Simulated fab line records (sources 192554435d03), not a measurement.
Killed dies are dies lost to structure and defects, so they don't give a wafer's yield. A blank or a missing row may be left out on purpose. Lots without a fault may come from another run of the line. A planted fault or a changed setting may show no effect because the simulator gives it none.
Which tool is to blame? ; flow n5Finfet ; 24 lots with 72 wafers sampled at 4 steps, on a route of 1938 steps

== WHAT THE GAUGES READ, wafer by wafer ==
N5_SDB_INSPECT_36: inspects for defects (darkfield).
lot;measured;on;rawDefectCount
L074;day 3 23:36;defectInspect-01;88 76 59
L075;day 4 05:30;defectInspect-01;36 56 46
L076;day 4 09:44;defectInspect-01;42 43 36
L077;day 4 16:16;defectInspect-02;19 24 28
L078;day 5 00:08;defectInspect-01;42 54 74
L079;day 5 05:52;defectInspect-01;24 14 23
L080;day 5 12:58;defectInspect-01;21 55 57
L081;day 5 17:21;defectInspect-01;60 55 37
L082;day 5 23:52;defectInspect-02;44 35 50
L083;day 6 06:10;defectInspect-01;35 68 48
L084;day 6 13:31;defectInspect-02;20 45 30
L085;day 6 16:22;defectInspect-02;63 61 105
L086;day 7 01:19;defectInspect-01;22 21 38
L087;day 7 02:51;defectInspect-01;62 47 43
L088;day 7 16:08;defectInspect-01;82 43 52
L089;day 7 21:26;defectInspect-01;57 28 57
L090;day 8 00:07;defectInspect-01;42 46 60
L091;day 8 06:31;defectInspect-01;49 61 58
L092;day 8 11:18;defectInspect-02;76 63 31
L093;day 8 17:34;defectInspect-02;35 74 78
L094;day 9 01:59;defectInspect-01;54 39 50
L095;day 9 07:56;defectInspect-01;16 28 25
L096;day 9 19:03;defectInspect-02;39 47 29
L097;day 9 21:22;defectInspect-02;52 41 64

N5_HKMG_FIN_CD_MEAS_49: the cd target is 202 nm.
lot;measured;on;cdNm (nm)
L074;day 4 01:04;cdSem-03;201.3 202.5 201.4
L075;day 4 07:01;cdSem-02;201.4 201.5 201.6
L076;day 4 11:19;cdSem-01;202.0 201.1 201.2
L077;day 4 18:56;cdSem-01;201.9 201.8 202.3
L078;day 5 01:40;cdSem-03;201.9 201.7 201.4
L079;day 5 07:26;cdSem-01;202.0 201.6 202.6
L080;day 5 14:30;cdSem-03;201.6 202.3 202.1
L081;day 5 18:56;cdSem-02;202.2 201.8 202.6
L082;day 6 01:26;cdSem-03;201.6 202.5 202.2
L083;day 6 07:42;cdSem-01;201.0 200.8 201.7
L084;day 6 15:03;cdSem-01;200.9 200.4 200.6
L085;day 6 17:46;cdSem-02;201.3 201.7 202.3
L086;day 7 02:59;cdSem-03;202.8 201.5 202.3
L087;day 7 04:26;cdSem-01;202.0 201.6 202.0
L088;day 7 17:37;cdSem-01;201.6 201.9 201.9
L089;day 7 22:59;cdSem-02;201.7 202.0 201.3
L090;day 8 02:08;cdSem-02;201.7 201.3 202.5
L091;day 8 08:08;cdSem-02;202.2 201.9 202.2
L092;day 8 12:43;cdSem-01;201.4 201.7 201.4
L093;day 8 19:07;cdSem-02;202.0 201.6 201.8
L094;day 9 03:31;cdSem-01;202.2 201.9 202.2
L095;day 9 09:36;cdSem-02;201.9 201.4 201.9
L096;day 9 20:43;cdSem-01;201.1 200.8 202.1
L097;day 9 23:13;cdSem-02;201.7 201.7 202.4

N5_HKMG_FIN_OVL_MEAS_50.
lot;measured;on;NDIPOLE_OVL (nm)
L074;day 4 01:05;overlay-02;-0.8 -1.8 -0.5
L075;day 4 07:02;overlay-01;-0.2 0.7 -0.8
L076;day 4 11:21;overlay-01;0.3 0.5 0.2
L077;day 4 18:58;overlay-02;0.4 0.8 -1.0
L078;day 5 01:41;overlay-02;-0.2 -0.5 0.1
L079;day 5 07:28;overlay-01;-0.6 -0.4 -0.9
L080;day 5 14:32;overlay-01;0.2 -0.1 -0.2
L081;day 5 18:58;overlay-01;0.6 -0.6 1.0
L082;day 6 01:29;overlay-01;0.0 -0.5 -0.4
L083;day 6 07:44;overlay-02;-0.7 -1.0 -0.6
L084;day 6 15:05;overlay-01;-0.1 0.0 -0.3
L085;day 6 17:48;overlay-01;0.3 -0.1 -0.2
L086;day 7 03:01;overlay-01;0.1 -0.3 0.0
L087;day 7 04:28;overlay-01;1.0 0.4 0.7
L088;day 7 17:39;overlay-01;-1.1 0.1 -0.4
L089;day 7 23:01;overlay-02;1.0 0.3 -0.2
L090;day 8 02:10;overlay-01;-0.2 0.3 0.7
L091;day 8 08:11;overlay-02;-0.7 -0.8 0.0
L092;day 8 12:44;overlay-02;0.3 0.4 -0.4
L093;day 8 19:09;overlay-02;-0.4 -0.1 0.7
L094;day 9 03:32;overlay-02;-1.0 -0.6 -0.8
L095;day 9 09:38;overlay-01;1.7 0.5 1.1
L096;day 9 20:45;overlay-02;-0.3 -1.2 -0.8
L097;day 9 23:15;overlay-02;1.8 1.2 0.8

N5_HKMG_FIN_INSPECT_61: inspects for defects (macro).
lot;measured;on;rawDefectCount
L074;day 4 01:07;defectInspect-02;2 2 4
L075;day 4 07:04;defectInspect-01;2 2 6
L076;day 4 11:23;defectInspect-01;1 0 2
L077;day 4 19:00;defectInspect-02;1 0 0
L078;day 5 01:43;defectInspect-02;3 0 3
L079;day 5 07:29;defectInspect-01;1 4 1
L080;day 5 14:34;defectInspect-02;2 1 1
L081;day 5 19:00;defectInspect-02;1 0 2
L082;day 6 01:30;defectInspect-01;5 2 4
L083;day 6 07:46;defectInspect-01;2 3 1
L084;day 6 15:06;defectInspect-01;5 0 1
L085;day 6 17:49;defectInspect-02;5 1 2
L086;day 7 03:03;defectInspect-01;2 0 1
L087;day 7 04:29;defectInspect-02;3 2 7
L088;day 7 17:40;defectInspect-02;3 3 2
L089;day 7 23:03;defectInspect-01;2 1 2
L090;day 8 02:11;defectInspect-01;0 4 3
L091;day 8 08:12;defectInspect-02;2 1 5
L092;day 8 12:46;defectInspect-01;3 1 3
L093;day 8 19:11;defectInspect-01;3 2 2
L094;day 9 03:34;defectInspect-01;3 3 1
L095;day 9 09:39;defectInspect-02;3 2 3
L096;day 9 20:47;defectInspect-01;1 2 0
L097;day 9 23:16;defectInspect-01;1 0 1

== WHAT TOOL EACH LOT RAN ON (gives the tool, then ch and the chambers of the sampled wafers, and finally the start) ==
The record holds no process step before these readings.

== AS READ BY THE TOOLS THEMSELVES (means over the sampled wafers that have a number; for cases with no such wafer, the mark the record gives instead) ==
The record holds no such reading with a usual standard deviation.

== THE ANSWER, worked out from the rows above alone ==
Rule: usual is defined by the lots themselves. The widest of any qualifying gaps counts: lots, ordered by their means at a reading, are off when they make up no more than a third of the lots, leave a main group of 4 or more, and stand apart from it by 3 or more times the standard deviation of that group's means. If all means in a main group match to the digits the tables above print for the reading, that group is not used. A lot without any number at a reading at which 4 lots or more have one is off too. Any other lot the step has rows for is counted as sound. After the gauges, taken in route order, come the tools' own readings; for these a lot's mean is taken, as printed above. The first step at which some lot is off is used, and at that step the reading that is off furthest; a lot without a number counts as furthest.
Nothing can be told from this: no lot is off at any reading shown.

== WHAT HAD BEEN PUT IN BY THE SIMULATOR ==
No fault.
